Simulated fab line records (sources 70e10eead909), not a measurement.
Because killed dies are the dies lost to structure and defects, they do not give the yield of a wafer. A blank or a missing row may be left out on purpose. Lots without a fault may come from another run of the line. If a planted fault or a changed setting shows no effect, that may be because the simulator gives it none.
Which tool was responsible? :: flow nand_harc :: 36 wafers from 12 lots sampled at 5 of the route's 1159 steps

WHAT THE GAUGES SHOWED, per wafer
NHARC_P_BONDPAD_CD_MEAS_13.
lot: L810
measured: day 6 20:02
on: cd_sem-01
cd_nm (nm): 497.7 499.9 493.2

lot: L811
measured: day 6 20:34
on: cd_sem-02
cd_nm (nm): 499.3 491.8 495.3

lot: L812
measured: day 7 03:18
on: cd_sem-03
cd_nm (nm): 496.0 501.7 494.9

lot: L813
measured: day 7 04:37
on: cd_sem-03
cd_nm (nm): 502.2 499.5 497.8

lot: L819
measured: day 8 14:35
on: cd_sem-03
cd_nm (nm): 497.4 495.7 500.7

lot: L821
measured: day 9 16:28
on: cd_sem-01
cd_nm (nm): 497.0 498.1 497.3

lot: L827
measured: day 10 16:40
on: cd_sem-02
cd_nm (nm): 497.5 503.0 499.6

lot: L828
measured: day 10 19:07
on: cd_sem-03
cd_nm (nm): 503.0 502.0 496.7

lot: L829
measured: day 11 04:20
on: cd_sem-02
cd_nm (nm): 499.1 496.1 501.0

lot: L831
measured: day 11 11:03
on: cd_sem-03
cd_nm (nm): 493.6 502.2 492.8

lot: L832
measured: day 11 15:40
on: cd_sem-01
cd_nm (nm): 495.6 492.6 499.0

lot: L833
measured: day 12 02:33
on: cd_sem-02
cd_nm (nm): 498.4 494.0 498.8

NHARC_A_ONON_D1_THK_MEAS_02: measures by ellipsometry.
lot: L810
measured: day 7 22:51
on: film_metro-02
thk_nm (nm): 992 991 994

lot: L811
measured: day 7 22:53
on: film_metro-01
thk_nm (nm): 1025 1023 1024

lot: L812
measured: day 8 06:30
on: film_metro-02
thk_nm (nm): 1009 1010 1011

lot: L813
measured: day 8 06:27
on: film_metro-02
thk_nm (nm): 1012 1012 1013

lot: L819
measured: day 9 18:51
on: film_metro-01
thk_nm (nm): 923 920 922

lot: L821
measured: day 10 18:04
on: film_metro-01
thk_nm (nm): 903 903 903

lot: L827
measured: day 11 19:56
on: film_metro-01
thk_nm (nm): 998 996 997

lot: L828
measured: day 11 19:57
on: film_metro-02
thk_nm (nm): 988 987 987

lot: L829
measured: day 12 08:23
on: film_metro-01
thk_nm (nm): 994 994 995

lot: L831
measured: day 12 12:13
on: film_metro-02
thk_nm (nm): 1015 1015 1015

lot: L832
measured: day 12 19:20
on: film_metro-01
thk_nm (nm): 991 991 991

lot: L833
measured: day 13 04:37
on: film_metro-02
thk_nm (nm): 1001 1003 1001

NHARC_A_ONON_D1_THK_MEAS_11: measures by ellipsometry.
lot: L810
measured: day 8 00:35
on: film_metro-01
thk_nm (nm): 1016 1017 1015

lot: L811
measured: day 8 00:35
on: film_metro-02
thk_nm (nm): 1003 1004 1005

lot: L812
measured: day 8 08:13
on: film_metro-01
thk_nm (nm): 993 995 995

lot: L813
measured: day 8 08:08
on: film_metro-02
thk_nm (nm): 1007 1007 1007

lot: L819
measured: day 9 20:48
on: film_metro-01
thk_nm (nm): 998 998 998

lot: L821
measured: day 10 19:55
on: film_metro-02
thk_nm (nm): 992 990 991

lot: L827
measured: day 11 21:38
on: film_metro-02
thk_nm (nm): 997 998 998

lot: L828
measured: day 11 21:40
on: film_metro-02
thk_nm (nm): 993 994 995

lot: L829
measured: day 12 10:05
on: film_metro-02
thk_nm (nm): 1013 1012 1014

lot: L831
measured: day 12 13:55
on: film_metro-01
thk_nm (nm): 989 991 990

lot: L832
measured: day 12 21:20
on: film_metro-01
thk_nm (nm): 985 984 985

lot: L833
measured: day 13 06:19
on: film_metro-02
thk_nm (nm): 997 997 998

WHICH TOOL RAN EACH LOT (tool, then ch and the chambers of the sampled wafers, then the start)
lot: L810
NHARC_P_BONDPAD_STRIP_15: rie_diel-03 ch 0,2,3, day 6 20:07
NHARC_A_ONON_D1_DEP_00: pecvd_onon-01 ch 0, day 7 22:20

lot: L811
NHARC_P_BONDPAD_STRIP_15: rie_diel-03 ch 0,1,3, day 6 20:38
NHARC_A_ONON_D1_DEP_00: pecvd_onon-03 ch 0, day 7 22:26

lot: L812
NHARC_P_BONDPAD_STRIP_15: rie_diel-01 ch 1,2,3, day 7 03:25
NHARC_A_ONON_D1_DEP_00: pecvd_onon-01 ch 0, day 8 06:02

lot: L813
NHARC_P_BONDPAD_STRIP_15: rie_diel-03 ch 1,2,3, day 7 04:42
NHARC_A_ONON_D1_DEP_00: pecvd_onon-03 ch 0, day 8 05:56

lot: L819
NHARC_P_BONDPAD_STRIP_15: rie_diel-03 ch 0,1,3, day 8 14:41
NHARC_A_ONON_D1_DEP_00: pecvd_onon-02 ch 0, day 9 18:20

lot: L821
NHARC_P_BONDPAD_STRIP_15: rie_diel-01 ch 0,1, day 9 16:33
NHARC_A_ONON_D1_DEP_00: pecvd_onon-02 ch 0, day 10 17:33

lot: L827
NHARC_P_BONDPAD_STRIP_15: rie_diel-03 ch 0,2,3, day 10 16:44
NHARC_A_ONON_D1_DEP_00: pecvd_onon-03 ch 0, day 11 19:26

lot: L828
NHARC_P_BONDPAD_STRIP_15: rie_diel-03 ch 0,2,3, day 10 19:13
NHARC_A_ONON_D1_DEP_00: pecvd_onon-01 ch 0, day 11 19:26

lot: L829
NHARC_P_BONDPAD_STRIP_15: rie_diel-03 ch 1,2,3, day 11 04:26
NHARC_A_ONON_D1_DEP_00: pecvd_onon-03 ch 0, day 12 07:53

lot: L831
NHARC_P_BONDPAD_STRIP_15: rie_diel-03 ch 0,1, day 11 11:09
NHARC_A_ONON_D1_DEP_00: pecvd_onon-03 ch 0, day 12 11:47

lot: L832
NHARC_P_BONDPAD_STRIP_15: rie_diel-03 ch 0,1,3, day 11 15:46
NHARC_A_ONON_D1_DEP_00: pecvd_onon-03 ch 0, day 12 18:50

lot: L833
NHARC_P_BONDPAD_STRIP_15: rie_diel-03 ch 0,2, day 12 02:38
NHARC_A_ONON_D1_DEP_00: pecvd_onon-03 ch 0, day 13 04:13
- NHARC_P_BONDPAD_STRIP_15: strips in O2.
- NHARC_A_ONON_D1_DEP_00: target thk 1000 nm.

AS READ BY THE TOOLS THEMSELVES (means over the sampled wafers that have a number; for cases with no such wafer, the mark the record gives instead)
NHARC_P_BONDPAD_STRIP_15.
lot: L810
tool: rie_diel-03
drypump_motor_current_A (A): 5.8
oes_product_au (a.u.): 0.995
rf_vpp_V (V): 57.8
showerhead_plenum_p_Torr (Torr): 3.52
throttle_valve_pct (%): 17.040

lot: L811
tool: rie_diel-03
drypump_motor_current_A (A): 5.8
oes_product_au (a.u.): 1.003
rf_vpp_V (V): 57.6
showerhead_plenum_p_Torr (Torr): 3.47
throttle_valve_pct (%): 17.039

lot: L812
tool: rie_diel-01
drypump_motor_current_A (A): 5.7
oes_product_au (a.u.): 0.995
rf_vpp_V (V): 57.2
showerhead_plenum_p_Torr (Torr): 3.51
throttle_valve_pct (%): 17.041

lot: L813
tool: rie_diel-03
drypump_motor_current_A (A): 6.0
oes_product_au (a.u.): 1.002
rf_vpp_V (V): 58.1
showerhead_plenum_p_Torr (Torr): 3.52
throttle_valve_pct (%): 17.044

lot: L819
tool: rie_diel-03
drypump_motor_current_A (A): 5.8
oes_product_au (a.u.): 0.992
rf_vpp_V (V): 57.7
showerhead_plenum_p_Torr (Torr): 3.47
throttle_valve_pct (%): 17.040

lot: L821
tool: rie_diel-01
drypump_motor_current_A (A): 6.3
oes_product_au (a.u.): 1.001
rf_vpp_V (V): 56.8
showerhead_plenum_p_Torr (Torr): 3.52
throttle_valve_pct (%): 17.042

lot: L827
tool: rie_diel-03
drypump_motor_current_A (A): 5.8
oes_product_au (a.u.): 1.007
rf_vpp_V (V): 57.5
showerhead_plenum_p_Torr (Torr): 3.52
throttle_valve_pct (%): 17.046

lot: L828
tool: rie_diel-03
drypump_motor_current_A (A): 5.8
oes_product_au (a.u.): 1.006
rf_vpp_V (V): 57.4
showerhead_plenum_p_Torr (Torr): 3.52
throttle_valve_pct (%): 17.031

lot: L829
tool: rie_diel-03
drypump_motor_current_A (A): 6.0
oes_product_au (a.u.): 1.006
rf_vpp_V (V): 57.5
showerhead_plenum_p_Torr (Torr): 3.52
throttle_valve_pct (%): 17.036

lot: L831
tool: rie_diel-03
drypump_motor_current_A (A): 5.6
oes_product_au (a.u.): 1.004
rf_vpp_V (V): 57.6
showerhead_plenum_p_Torr (Torr): 3.43
throttle_valve_pct (%): 17.037

lot: L832
tool: rie_diel-03
drypump_motor_current_A (A): 5.8
oes_product_au (a.u.): 0.998
rf_vpp_V (V): 57.7
showerhead_plenum_p_Torr (Torr): 3.47
throttle_valve_pct (%): 17.036

lot: L833
tool: rie_diel-03
drypump_motor_current_A (A): 5.7
oes_product_au (a.u.): 1.014
rf_vpp_V (V): 57.0
showerhead_plenum_p_Torr (Torr): 3.53
throttle_valve_pct (%): 17.030

NHARC_A_ONON_D1_DEP_00.
lot: L810
tool: pecvd_onon-01
sih4_flow_sccm (sccm): 210.9

lot: L811
tool: pecvd_onon-03
sih4_flow_sccm (sccm): 209.4

lot: L812
tool: pecvd_onon-01
sih4_flow_sccm (sccm): 209.8

lot: L813
tool: pecvd_onon-03
sih4_flow_sccm (sccm): 210.3

lot: L819
tool: pecvd_onon-02
sih4_flow_sccm (sccm): 209.9

lot: L821
tool: pecvd_onon-02
sih4_flow_sccm (sccm): 210.2

lot: L827
tool: pecvd_onon-03
sih4_flow_sccm (sccm): 210.1

lot: L828
tool: pecvd_onon-01
sih4_flow_sccm (sccm): 210.2

lot: L829
tool: pecvd_onon-03
sih4_flow_sccm (sccm): 210.5

lot: L831
tool: pecvd_onon-03
sih4_flow_sccm (sccm): 210.6

lot: L832
tool: pecvd_onon-03
sih4_flow_sccm (sccm): 210.3

lot: L833
tool: pecvd_onon-03
sih4_flow_sccm (sccm): 209.7

THE ANSWER, worked out from the rows above alone
Rule: what is usual is taken from the lots themselves. Put in order of their means at a reading, lots are off if they are a third of the lots or fewer, leave a main group of 4 or more, and stand apart from it by a gap of 3 or more times the standard deviation of the main group's means; of several such gaps the widest counts. If all means in a main group match to the digits the tables above print for the reading, that group is not used. A lot without any number at a reading at which 4 lots or more have one is off too. The other lots that the step has rows for count as sound. After the gauges, taken in route order, come the tools' own readings; for these a lot's mean is taken, as printed above. The first step at which some lot is off is used, and at that step the reading that is off furthest; a lot without a number counts as furthest.
Off at NHARC_A_ONON_D1_THK_MEAS_02 (thk_nm): L819, L821. For the main group the mean is 1002 nm and the standard deviation 12.
A tool fits if, at a process step before that reading, it ran every lot that is off, and no sound lot after the first of them. The gauges at NHARC_A_ONON_D1_THK_MEAS_02 are tried like those tools. One fits: NHARC_A_ONON_D1_DEP_00 on pecvd_onon-02. It ran no sound lot before its first lot that is off in this sample, so the start can't be narrowed down.

WHAT THE SIMULATOR PUT IN
Site profile drift: pecvd_onon-02, from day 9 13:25 on, at NHARC_A_ONON_D1_DEP_00. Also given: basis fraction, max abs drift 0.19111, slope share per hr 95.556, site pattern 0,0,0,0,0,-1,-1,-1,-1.
Lots struck among those shown: L819, L821. This agrees with what the rule above found.
